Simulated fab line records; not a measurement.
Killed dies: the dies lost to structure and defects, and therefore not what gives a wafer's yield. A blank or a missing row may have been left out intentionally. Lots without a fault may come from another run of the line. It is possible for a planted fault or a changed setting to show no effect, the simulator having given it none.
What tool caused it? + flow n5Finfet + 24 lots with 72 wafers sampled at 6 steps, on a route of 1938 steps

WHAT THE GAUGES READ, wafer by wafer
N5_BEOL_M11_CD_MEAS_11: the cd target is 64.1 nm. Usual: cdNm 64.0 nm, standard deviation 0.52.
| lot  | measured     | on       | cdNm (nm)      | flag |
|------|--------------|----------|----------------|------|
| L074 | day 11 14:04 | cdSem-01 | 64.1 64.5 64.7 |      |
| L075 | day 11 22:49 | cdSem-01 | 63.9 64.4 64.2 |      |
| L077 | day 12 05:18 | cdSem-03 | 64.8 64.6 64.8 |      |
| L076 | day 12 22:05 | cdSem-02 | 63.6 64.2 63.9 |      |
| L078 | day 12 22:19 | cdSem-02 | 63.4 63.8 63.4 |      |
| L079 | day 13 04:19 | cdSem-03 | 63.7 63.8 63.1 |      |
| L080 | day 13 04:29 | cdSem-03 | 63.1 63.1 63.0 |      |
| L081 | day 13 14:06 | cdSem-02 | 63.7 63.4 63.5 |      |
| L082 | day 14 00:08 | cdSem-03 | 64.2 64.4 64.3 |      |
| L083 | day 14 01:24 | cdSem-01 | 64.2 63.9 63.7 |      |
| L084 | day 14 07:56 | cdSem-03 | 64.1 64.1 64.2 |      |
| L086 | day 14 08:50 | cdSem-03 | 64.2 64.5 64.5 |      |
| L085 | day 14 20:17 | cdSem-01 | 64.7 64.4 64.1 |      |
| L087 | day 14 23:19 | cdSem-01 | 63.9 64.5 64.3 |      |
| L088 | day 15 05:44 | cdSem-03 | 64.6 63.9 64.1 |      |
| L089 | day 15 05:55 | cdSem-02 | 64.8 64.8 64.3 |      |
| L090 | day 15 12:53 | cdSem-02 | 63.5 64.2 63.6 |      |
| L092 | day 16 03:47 | cdSem-01 | 63.5 63.7 64.0 |      |
| L091 | day 16 03:57 | cdSem-02 | 63.7 64.3 64.7 |      |
| L093 | day 16 08:59 | cdSem-01 | 63.2 63.4 63.5 |      |
| L094 | day 16 12:56 | cdSem-03 | 63.3 63.4 63.6 |      |
| L095 | day 16 19:44 | cdSem-02 | 63.3 63.0 63.2 |      |
| L096 | day 17 15:09 | cdSem-03 | 63.9 63.8 64.6 |      |
| L097 | day 17 20:34 | cdSem-01 | 63.6 64.1 63.5 |      |

N5_BEOL_M12_THK_MEAS_01. Usual: M12_ILD_THK typically reads 657 nm, with standard deviation 7.6.
| lot  | measured     | on           | M12_ILD_THK (nm) | flag |
|------|--------------|--------------|------------------|------|
| L074 | day 11 18:58 | filmMetro-02 | 653 665 678      |      |
| L075 | day 12 06:07 | filmMetro-01 | 654 666 661      |      |
| L077 | day 12 13:28 | filmMetro-01 | 649 660 660      |      |
| L076 | day 13 03:21 | filmMetro-01 | 647 661 665      |      |
| L078 | day 13 05:22 | filmMetro-01 | 650 652 661      |      |
| L079 | day 13 10:33 | filmMetro-02 | 656 662 676      |      |
| L080 | day 13 11:30 | filmMetro-02 | 646 659 656      |      |
| L081 | day 13 22:05 | filmMetro-01 | 656 649 647      |      |
| L082 | day 14 08:08 | filmMetro-01 | 657 657 665      |      |
| L083 | day 14 09:08 | filmMetro-02 | 659 653 665      |      |
| L084 | day 14 13:56 | filmMetro-01 | 644 655 655      |      |
| L086 | day 14 13:40 | filmMetro-02 | 650 648 657      |      |
| L085 | day 15 03:07 | filmMetro-02 | 645 655 659      |      |
| L087 | day 15 04:37 | filmMetro-02 | 657 652 661      |      |
| L088 | day 15 11:32 | filmMetro-01 | 656 646 655      |      |
| L089 | day 15 11:34 | filmMetro-02 | 655 649 651      |      |
| L090 | day 15 18:49 | filmMetro-01 | 650 656 656      |      |
| L092 | day 16 11:13 | filmMetro-02 | 649 669 660      |      |
| L091 | day 16 13:54 | filmMetro-01 | 660 665 670      |      |
| L093 | day 16 14:33 | filmMetro-02 | 652 669 664      |      |
| L094 | day 16 18:03 | filmMetro-02 | 655 660 659      |      |
| L095 | day 17 01:05 | filmMetro-01 | 645 659 659      |      |
| L096 | day 17 21:32 | filmMetro-01 | 641 646 655      |      |
| L097 | day 18 01:37 | filmMetro-02 | 647 657 654      |      |

WHICH TOOL RAN EACH LOT (tool, then ch and the chambers of the sampled wafers, then the start)
| lot  | N5_BEOL_M11_CURE_71          | N5_BEOL_M11_STRIP_67              | N5_BEOL_M11_HM_OPEN_17           | N5_BEOL_M11_CMP_52            |
|------|------------------------------|-----------------------------------|----------------------------------|-------------------------------|
| L074 | uvCure-02 ch 2, day 11 12:37 | rieDiel-04 ch 1,2, day 11 14:23   | rieMetal-02 ch 0, day 11 14:25   | cmp-01 ch 0,2,3, day 11 18:25 |
| L075 | uvCure-03 ch 1, day 11 19:49 | rieDiel-06 ch 0,1, day 11 23:08   | rieMetal-02 ch 0,1, day 11 23:11 | cmp-02 ch 0,1,3, day 12 05:33 |
| L077 | uvCure-01 ch 1, day 12 01:28 | rieDiel-01 ch 1,2, day 12 05:37   | rieMetal-02 ch 0,1, day 12 05:40 | cmp-02 ch 0,2, day 12 12:53   |
| L076 | uvCure-02 ch 0, day 12 17:47 | rieDiel-04 ch 0,3, day 12 22:25   | rieMetal-02 ch 1, day 12 22:27   | cmp-02 ch 1,2,3, day 13 02:49 |
| L078 | uvCure-03 ch 2, day 12 18:26 | rieDiel-04 ch 0,2,3, day 12 22:40 | rieMetal-02 ch 1, day 12 22:44   | cmp-02 ch 0,3, day 13 04:45   |
| L079 | uvCure-01 ch 1, day 13 01:59 | rieDiel-04 ch 0,1,2, day 13 04:38 | rieMetal-01 ch 0, day 13 04:41   | cmp-03 ch 0,1,3, day 13 09:59 |
| L080 | uvCure-02 ch 1, day 13 02:41 | rieDiel-06 ch 0,2,3, day 13 04:48 | rieMetal-02 ch 1, day 13 04:54   | cmp-02 ch 1,2, day 13 10:53   |
| L081 | uvCure-02 ch 0, day 13 10:55 | rieDiel-06 ch 1,2,3, day 13 14:25 | rieMetal-02 ch 1, day 13 14:29   | cmp-01 ch 1,2, day 13 21:29   |
| L082 | uvCure-01 ch 0, day 13 21:47 | rieDiel-06 ch 1,2,3, day 14 00:28 | rieMetal-02 ch 1, day 14 00:30   | cmp-03 ch 0,1,3, day 14 07:33 |
| L083 | uvCure-02 ch 0, day 13 23:19 | rieDiel-04 ch 0,2,3, day 14 01:43 | rieMetal-01 ch 0,1, day 14 01:46 | cmp-01 ch 0,1,2, day 14 08:35 |
| L084 | uvCure-03 ch 0, day 14 05:52 | rieDiel-06 ch 1,2,3, day 14 08:16 | rieMetal-01 ch 1, day 14 08:19   | cmp-02 ch 1,2, day 14 13:17   |
| L086 | uvCure-02 ch 1, day 14 06:53 | rieDiel-04 ch 0,2,3, day 14 09:13 | rieMetal-01 ch 0,1, day 14 09:15 | cmp-01 ch 0,1,2, day 14 13:01 |
| L085 | uvCure-01 ch 1, day 14 17:53 | rieDiel-04 ch 1,2, day 14 20:38   | rieMetal-01 ch 0,1, day 14 20:40 | cmp-02 ch 1,2,3, day 15 02:32 |
| L087 | uvCure-03 ch 1, day 14 20:56 | rieDiel-01 ch 0,2, day 14 23:38   | rieMetal-03 ch 0,1, day 14 23:41 | cmp-03 ch 2,3, day 15 04:00   |
| L088 | uvCure-01 ch 2, day 15 03:38 | rieDiel-06 ch 0,1,2, day 15 06:04 | rieMetal-01 ch 1, day 15 06:06   | cmp-03 ch 2,3, day 15 10:55   |
| L089 | uvCure-02 ch 0, day 15 04:04 | rieDiel-06 ch 0,1, day 15 06:19   | rieMetal-03 ch 0,1, day 15 06:21 | cmp-01 ch 0,1,2, day 15 10:59 |
| L090 | uvCure-02 ch 1, day 15 11:46 | rieDiel-04 ch 0,1,2, day 15 13:23 | rieMetal-02 ch 1, day 15 13:25   | cmp-02 ch 0,3, day 15 18:12   |
| L092 | uvCure-02 ch 2, day 16 00:01 | rieDiel-06 ch 0,2,3, day 16 04:06 | rieMetal-01 ch 0,1, day 16 04:08 | cmp-03 ch 0,1, day 16 10:37   |
| L091 | uvCure-01 ch 1, day 16 00:46 | rieDiel-04 ch 0,1,3, day 16 04:16 | rieMetal-02 ch 0,1, day 16 04:18 | cmp-03 ch 0,2,3, day 16 13:22 |
| L093 | uvCure-02 ch 1, day 16 05:53 | rieDiel-04 ch 2,3, day 16 09:19   | rieMetal-01 ch 0,1, day 16 09:21 | cmp-03 ch 0,1,2, day 16 14:01 |
| L094 | uvCure-01 ch 1, day 16 11:07 | rieDiel-01 ch 0,1,3, day 16 13:15 | rieMetal-01 ch 1, day 16 13:19   | cmp-03 ch 1,2, day 16 17:29   |
| L095 | uvCure-03 ch 2, day 16 18:12 | rieDiel-06 ch 0,1,2, day 16 20:10 | rieMetal-03 ch 0,1, day 16 20:13 | cmp-02 ch 0,3, day 17 00:31   |
| L096 | uvCure-02 ch 1, day 17 11:09 | rieDiel-01 ch 0,1,2, day 17 15:28 | rieMetal-01 ch 0, day 17 15:31   | cmp-01 ch 1,2,3, day 17 20:55 |
| L097 | uvCure-03 ch 2, day 17 18:15 | rieDiel-06 ch 1,2, day 17 20:53   | rieMetal-03 ch 0,1, day 17 20:56 | cmp-02 ch 1,2,3, day 18 00:58 |
- N5_BEOL_M11_CURE_71: cures SiCOH lowk, time 240 s.
- N5_BEOL_M11_STRIP_67: strips in CF4.
- N5_BEOL_M11_HM_OPEN_17: chemistry Cl2/BCl3, target TiN, target depth 20 nm, overetch 6 nm.
- N5_BEOL_M11_CMP_52: polishes, stops on SiCOH lowk, t overpolish 7 s, target thk 140 nm.

WHAT THE TOOLS THEMSELVES READ (means of the sampled wafers that have a number; where no wafer has one, the mark that the record gives instead)
N5_BEOL_M11_CURE_71. Usual: lampPowerPct 52.32 %, standard deviation 0.053; wafer_temp_C_max 387.1, standard deviation 0.69.
| lot  | tool      | lampPowerPct (%) | wafer_temp_C_max | flag |
|------|-----------|------------------|------------------|------|
| L074 | uvCure-02 | 52.29            | 386.8            |      |
| L075 | uvCure-03 | 52.31            | 386.4            |      |
| L077 | uvCure-01 | 52.32            | 387.3            |      |
| L076 | uvCure-02 | 52.33            | 386.6            |      |
| L078 | uvCure-03 | 52.36            | 387.3            |      |
| L079 | uvCure-01 | 52.35            | 388.1            |      |
| L080 | uvCure-02 | 52.35            | 386.9            |      |
| L081 | uvCure-02 | 52.26            | 386.6            |      |
| L082 | uvCure-01 | 52.28            | 386.7            |      |
| L083 | uvCure-02 | 52.31            | 386.7            |      |
| L084 | uvCure-03 | 52.33            | 387.0            |      |
| L086 | uvCure-02 | 52.34            | 386.7            |      |
| L085 | uvCure-01 | 52.34            | 388.9            |      |
| L087 | uvCure-03 | 52.28            | 386.6            |      |
| L088 | uvCure-01 | 52.30            | 388.2            |      |
| L089 | uvCure-02 | 52.30            | 386.1            |      |
| L090 | uvCure-02 | 52.28            | 387.6            |      |
| L092 | uvCure-02 | 52.29            | 386.6            |      |
| L091 | uvCure-01 | 52.34            | 387.6            |      |
| L093 | uvCure-02 | 52.30            | 386.8            |      |
| L094 | uvCure-01 | 52.31            | 387.6            |      |
| L095 | uvCure-03 | 52.29            | 387.5            |      |
| L096 | uvCure-02 | 52.31            | 386.8            |      |
| L097 | uvCure-03 | 52.28            | 387.0            |      |

N5_BEOL_M11_STRIP_67. Usual: drypumpMotorCurrentA 5.8 A, standard deviation 0.58; oesProductAu 0.80 a.u., standard deviation 0.07; rfVppV 271.3 V, standard deviation 1.6; showerheadPlenumPTorr 1.80 Torr, standard deviation 0.056; throttleValvePct 13.57 %, standard deviation 0.21.
| lot  | tool       | drypumpMotorCurrentA (A) | oesProductAu (a.u.) | rfVppV (V) | showerheadPlenumPTorr (Torr) | throttleValvePct (%) | flag |
|------|------------|--------------------------|---------------------|------------|------------------------------|----------------------|------|
| L074 | rieDiel-04 | 6.1                      | 0.75                | 270.0      | 1.78                         | 13.75                |      |
| L075 | rieDiel-06 | 5.8                      | 0.81                | 270.6      | 1.81                         | 13.45                |      |
| L077 | rieDiel-01 | 5.5                      | 0.76                | 270.3      | 1.75                         | 13.60                |      |
| L076 | rieDiel-04 | 5.7                      | 0.87                | 272.4      | 1.84                         | 13.37                |      |
| L078 | rieDiel-04 | 5.8                      | 0.83                | 271.0      | 1.82                         | 13.51                |      |
| L079 | rieDiel-04 | 5.8                      | 0.79                | 271.3      | 1.83                         | 13.63                |      |
| L080 | rieDiel-06 | 6.0                      | 0.81                | 270.7      | 1.78                         | 13.63                |      |
| L081 | rieDiel-06 | 5.5                      | 0.76                | 270.0      | 1.77                         | 13.77                |      |
| L082 | rieDiel-06 | 5.5                      | 0.76                | 270.0      | 1.76                         | 13.77                |      |
| L083 | rieDiel-04 | 5.8                      | 0.82                | 271.6      | 1.81                         | 13.53                |      |
| L084 | rieDiel-06 | 5.5                      | 0.76                | 269.8      | 1.76                         | 13.79                |      |
| L086 | rieDiel-04 | 5.8                      | 0.82                | 271.5      | 1.81                         | 13.54                |      |
| L085 | rieDiel-04 | 6.0                      | 0.73                | 271.5      | 1.81                         | 13.79                |      |
| L087 | rieDiel-01 | 5.3                      | 0.76                | 270.3      | 1.78                         | 13.58                |      |
| L088 | rieDiel-06 | 5.9                      | 0.79                | 271.8      | 1.80                         | 13.59                |      |
| L089 | rieDiel-06 | 5.8                      | 0.79                | 272.4      | 1.80                         | 13.51                |      |
| L090 | rieDiel-04 | 5.8                      | 0.77                | 271.5      | 1.82                         | 13.67                |      |
| L092 | rieDiel-06 | 6.0                      | 0.87                | 272.5      | 1.85                         | 13.50                |      |
| L091 | rieDiel-04 | 5.7                      | 0.81                | 272.8      | 1.85                         | 13.54                |      |
| L093 | rieDiel-04 | 6.1                      | 0.76                | 269.8      | 1.76                         | 13.73                |      |
| L094 | rieDiel-01 | 5.8                      | 0.79                | 271.1      | 1.78                         | 13.45                |      |
| L095 | rieDiel-06 | 5.9                      | 0.87                | 271.5      | 1.80                         | 13.41                |      |
| L096 | rieDiel-01 | 5.7                      | 0.74                | 270.6      | 1.77                         | 13.63                |      |
| L097 | rieDiel-06 | 6.0                      | 0.86                | 270.8      | 1.79                         | 13.50                |      |

N5_BEOL_M11_HM_OPEN_17. Usual: drypumpMotorCurrentA 5.6 A, standard deviation 0.38; oesProductAu 0.67 a.u., standard deviation 0.11; throttleValvePct 22.13 %, standard deviation 0.22.
| lot  | tool        | drypumpMotorCurrentA (A) | oesProductAu (a.u.) | throttleValvePct (%) | flag |
|------|-------------|--------------------------|---------------------|----------------------|------|
| L074 | rieMetal-02 | 5.3                      | 0.54                | 21.99                |      |
| L075 | rieMetal-02 | 5.5                      | 0.63                | 21.97                |      |
| L077 | rieMetal-02 | 5.5                      | 0.63                | 21.98                |      |
| L076 | rieMetal-02 | 5.8                      | 0.79                | 21.92                |      |
| L078 | rieMetal-02 | 5.8                      | 0.79                | 21.93                |      |
| L079 | rieMetal-01 | 5.1                      | 0.56                | 22.47                |      |
| L080 | rieMetal-02 | 5.8                      | 0.78                | 21.95                |      |
| L081 | rieMetal-02 | 5.8                      | 0.77                | 21.94                |      |
| L082 | rieMetal-02 | 5.8                      | 0.78                | 21.92                |      |
| L083 | rieMetal-01 | 5.4                      | 0.55                | 22.40                |      |
| L084 | rieMetal-01 | 6.1                      | 0.57                | 22.19                |      |
| L086 | rieMetal-01 | 5.8                      | 0.56                | 22.32                |      |
| L085 | rieMetal-01 | 5.4                      | 0.55                | 22.39                |      |
| L087 | rieMetal-03 | 5.3                      | 0.72                | 22.00                |      |
| L088 | rieMetal-01 | 6.1                      | 0.56                | 22.23                |      |
| L089 | rieMetal-03 | 5.2                      | 0.72                | 22.01                |      |
| L090 | rieMetal-02 | 5.8                      | 0.75                | 21.94                |      |
| L092 | rieMetal-01 | 5.4                      | 0.55                | 22.41                |      |
| L091 | rieMetal-02 | 5.5                      | 0.78                | 21.87                |      |
| L093 | rieMetal-01 | 5.4                      | 0.55                | 22.40                |      |
| L094 | rieMetal-01 | 6.1                      | 0.55                | 22.23                |      |
| L095 | rieMetal-03 | 5.2                      | 0.71                | 22.02                |      |
| L096 | rieMetal-01 | 5.1                      | 0.83                | 22.35                |      |
| L097 | rieMetal-03 | 5.3                      | 0.71                | 22.02                |      |

N5_BEOL_M11_CMP_52. Usual: barrierFieldEndpointS 28.7 s, standard deviation 0.55; headPressurePsi 1.0002 psi, standard deviation 0.0023; motorCurrentA 6.1 A, standard deviation 0.42; overpolishRunS 6.999 s, standard deviation 0.0092; retainingRingPressureFrac 1.000, standard deviation 0.005; timeToEndpointS 66.1 s, standard deviation 2.2.
| lot  | tool   | barrierFieldEndpointS (s) | headPressurePsi (psi) | motorCurrentA (A) | overpolishRunS (s) | retainingRingPressureFrac | timeToEndpointS (s) | flag |
|------|--------|---------------------------|-----------------------|-------------------|--------------------|---------------------------|---------------------|------|
| L074 | cmp-01 | 28.3                      | 1.0007                | 6.0               | 6.997              | 0.994                     | 67.7                |      |
| L075 | cmp-02 | 28.2                      | 1.0003                | 6.0               | 6.998              | 0.997                     | 64.8                |      |
| L077 | cmp-02 | 27.8                      | 0.9993                | 6.0               | 6.996              | 1.001                     | 63.5                |      |
| L076 | cmp-02 | 28.6                      | 0.9993                | 5.9               | 7.000              | 1.002                     | 64.5                |      |
| L078 | cmp-02 | 28.3                      | 1.0006                | 6.2               | 6.995              | 0.997                     | 64.4                |      |
| L079 | cmp-03 | 29.2                      | 0.9989                | 5.8               | 7.001              | 0.997                     | 70.1                |      |
| L080 | cmp-02 | 29.1                      | 1.0034                | 5.9               | 6.999              | 0.998                     | 67.7                |      |
| L081 | cmp-01 | 28.0                      | 1.0018                | 6.3               | 6.994              | 1.005                     | 64.7                |      |
| L082 | cmp-03 | 29.3                      | 0.9987                | 5.8               | 7.004              | 1.000                     | 66.6                |      |
| L083 | cmp-01 | 28.4                      | 1.0030                | 6.3               | 7.000              | 1.001                     | 64.0                |      |
| L084 | cmp-02 | 29.3                      | 1.0009                | 5.8               | 7.003              | 1.000                     | 69.9                |      |
| L086 | cmp-01 | 29.1                      | 1.0022                | 6.1               | 7.010              | 0.995                     | 64.0                |      |
| L085 | cmp-02 | 28.8                      | 0.9986                | 5.9               | 6.998              | 0.997                     | 65.9                |      |
| L087 | cmp-03 | 28.6                      | 1.0015                | 6.6               | 7.006              | 0.998                     | 68.5                |      |
| L088 | cmp-03 | 28.4                      | 1.0015                | 6.0               | 6.995              | 1.006                     | 65.8                |      |
| L089 | cmp-01 | 28.6                      | 1.0006                | 6.0               | 6.995              | 1.002                     | 65.6                |      |
| L090 | cmp-02 | 29.0                      | 1.0010                | 6.0               | 6.995              | 1.004                     | 67.7                |      |
| L092 | cmp-03 | 28.6                      | 0.9997                | 5.8               | 6.998              | 1.000                     | 65.7                |      |
| L091 | cmp-03 | 28.7                      | 0.9971                | 6.3               | 6.992              | 1.000                     | 66.1                |      |
| L093 | cmp-03 | 28.7                      | 0.9983                | 6.2               | 6.988              | 1.002                     | 65.1                |      |
| L094 | cmp-03 | 28.5                      | 0.9984                | 6.5               | 6.999              | 0.995                     | 63.3                |      |
| L095 | cmp-02 | 28.8                      | 1.0017                | 6.0               | 6.989              | 1.004                     | 64.8                |      |
| L096 | cmp-01 | 28.7                      | 1.0007                | 6.3               | 6.996              | 1.002                     | 63.9                |      |
| L097 | cmp-02 | 28.6                      | 0.9993                | 5.9               | 6.997              | 1.001                     | 66.5                |      |

THE ANSWER, worked out from the rows above alone
Rule: a lot is off if the mean of its wafers that have a number lies more than 3 standard deviations from the usual mean. Also off: a lot with no number at a reading for which 4 or more lots have one. All remaining lots with rows at the step are treated as sound. The gauges are gone through in route order, then the tools' own readings, and for those a lot's mean is taken as printed above. At the first step where some lot is off, the reading lying furthest off is the one used; lots without a number count as furthest.
None of the lots is off at any reading shown; this tells nothing.

WHAT THE SIMULATOR HAD INSERTED
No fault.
